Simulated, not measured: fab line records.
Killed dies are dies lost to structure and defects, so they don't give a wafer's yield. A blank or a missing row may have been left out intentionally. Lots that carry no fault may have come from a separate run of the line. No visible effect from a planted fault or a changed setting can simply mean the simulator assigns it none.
Problem report, 8D (eight disciplines) form, completed by code	flow nand-harc	the parts of the form that need people (team, actions taken, sign-off) are left out

## 1. THE PROBLEM
Wafers without a fault read 28, standard deviation 12; killed-at-array at NHARC_END_SORT_01 reads a mean of 124 on 2 wafers belonging to 2 lots. Measured from the usual mean, that is +8.0 standard deviations.
First seen on wafer L590.1, day 22 07:51, on prober-02. Wafers with a number at this step in the record: 6, from 2 lots. Rule for "out", or "out of limits": more than 4 standard deviations from the usual mean. The other wafers with a number count as sound.

## 2. WHAT IT IS AND WHAT IT IS NOT
question	is	is not
which readings at this step	killed-at-array, killed-dies	killed-at-other, killed-at-periphery, killed-open, killed-short
which lots	L589, L590	-
which wafers of those lots	L589.4, L590.1	L589.1, L589.6, L590.2, L590.4
read on which gauges	prober-01, prober-02	-
when	from day 22 07:51	up to then (0 sound wafers); but 4 sound wafers of L589, L590 came after

## 3. SUSPECTS, AND WHAT RULES EACH OUT
Counting: if a tool at a process step up to the reading ran every lot that is out, it stays a suspect. Sound lots after the first of them don't rule it out here, since some wafers of a struck lot are sound.
- the gauge at NHARC_END_SORT_01 has been ruled out. Those wafers that are out were read across 2 gauges (prober-01, prober-02).
- rie-diel-10 at NHARC_A_CONTACT_ETCH_92 (etches the open film in CH3F/O2, target depth 40 nm, time 85.7 s): kept. It ran every lot that is out, first L590 (day 19 17:55).
- rie-diel-10, NHARC_A_CONTACT_ETCH_92: wafers that are out in chamber 0, sound lot-mates in chambers 1, 2, 3.
Remaining after the count: rie-diel-10 at NHARC_A_CONTACT_ETCH_92.

## 4. THE CAUSE (what the simulator had put in)
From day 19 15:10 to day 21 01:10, rie-diel-10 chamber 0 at NHARC_A_CONTACT_ETCH_92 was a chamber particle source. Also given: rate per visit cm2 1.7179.
The count eliminated every tool but this one.

## 5. THE CHAIN OF EFFECTS, in route order
Each row: a reading whose mean over the struck wafers that have a number lies more than 3 standard deviations from the usual. Only readings for which the record gives a usual standard deviation are gone through. hours: the time from each lot's start at the first step in this table that gives one to its start at this step, as a median over the lots. sigmas: the change in usual standard deviations.
hours	step	reading	usual	on struck wafers	change	sigmas
0	NHARC_END_SORT_01	killed-at-array	28	124	+96	+8.0
0	NHARC_END_SORT_01	killed-dies	32	128	+96	+8.0

## 6. WHAT WOULD HAVE CAUGHT IT SOONER
The first out-of-limits reading at a measuring or inspecting step in this record came at day 22 07:51, 65 hours after the fault's start at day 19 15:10.
Of the tool readings at NHARC_A_CONTACT_ETCH_92 for which the record gives a usual standard deviation, none was out on any struck wafer, so an alarm limit of 4 standard deviations on them would not have fired.
Lots out: 2; all had begun NHARC_A_CONTACT_ETCH_92 on rie-diel-10 by day 22 07:51. Holding the tool at that point would not have protected any of them.
